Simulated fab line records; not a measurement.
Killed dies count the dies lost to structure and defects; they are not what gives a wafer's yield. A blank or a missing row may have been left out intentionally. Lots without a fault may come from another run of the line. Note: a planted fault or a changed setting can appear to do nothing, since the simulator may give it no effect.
Chamber matching | flow n5-finfet | N5_HKMG_FIN_CMP_94 on cmp-04 has 4 sister chambers
The step polishes, stops on SiNx, t overpolish 4.7 s, target thk 43.299 nm. 18 wafers are shown with their chamber, then 9 later ones without.

## WAFERS WITH THEIR CHAMBER
wafer  | chamber | motor-current-A (A) | slurry-flow-ml-min
L074.3 | 2       | 12.6                | 150.3
L074.4 | 3       | 11.1                | 149.8
L074.5 | 0       | 11.8                | 150.0
L075.1 | 1       | 12.3                | 150.5
L075.3 | 2       | 13.0                | 150.5
L075.6 | 0       | 11.1                | 149.2
L076.1 | 2       | 12.3                | 150.2
L076.3 | 1       | 12.2                | 150.7
L076.4 | 3       | 12.0                | 149.8
L082.1 | 3       | 11.2                | 150.4
L082.5 | 2       | 12.9                | 149.7
L082.6 | 1       | 12.3                | 150.3
L085.2 | 1       | 12.3                | 149.9
L085.4 | 2       | 13.0                | 149.8
L085.6 | 2       | 12.7                | 149.2
L087.1 | 2       | 12.8                | 150.3
L087.2 | 1       | 11.9                | 150.0
L087.6 | 1       | 12.5                | 149.9

SIGNATURES (averages over the wafers above)
reading            | chamber 0 | chamber 1 | chamber 2 | chamber 3 | scatter within a chamber
motor-current-A    | 11.450    | 12.250    | 12.757    | 11.433    | 0.305
slurry-flow-ml-min | 149.600   | 150.217   | 150.000   | 150.000   | 0.411
Rule: for each reading, subtract the chamber's mean from the wafer's reading, divide by that reading's scatter and square the result; add these up over the readings and take the root, which gives the wafer's distance from the chamber. If the next closest chamber is less than 2 further off than the closest, the wafer can't be placed; otherwise it belongs to the closest. The scatter is the square root of a quotient: the sum, over the shown wafers, of each reading's squared deviation from its chamber's mean, divided by wafers minus chambers.

## WAFERS MISSING THEIR CHAMBER
wafer  | motor-current-A (A) | slurry-flow-ml-min
L089.2 | 11.9                | 149.7
L089.3 | 13.3                | 149.7
L089.5 | 11.5                | 150.4
L095.2 | 13.0                | 150.2
L095.3 | 12.4                | 150.2
L095.4 | 12.5                | 150.0
L097.2 | 11.4                | 149.1
L097.3 | 12.4                | 149.1
L097.4 | 11.7                | 150.3

## WHICH CHAMBER EACH ONE RAN IN
wafer  | from the rows above               | in truth
L089.2 | can't be placed: 0 or 3 or 1 or 2 | 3
L089.3 | can't be placed: 2 or 1           | 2
L089.5 | can't be placed: 3 or 0 or 1      | 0
L095.2 | can't be placed: 2 or 1           | 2
L095.3 | can't be placed: 1 or 2           | 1
L095.4 | can't be placed: 2 or 1           | 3
L097.2 | can't be placed: 0 or 3           | 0
L097.3 | can't be placed: 2 or 1 or 0 or 3 | 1
L097.4 | can't be placed: 3 or 1 or 0      | 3
Correctly placed: 0 of 9. From these rows, 9 cannot be placed; in 8 the true chamber is one of the candidates. Wrongly placed: 0.
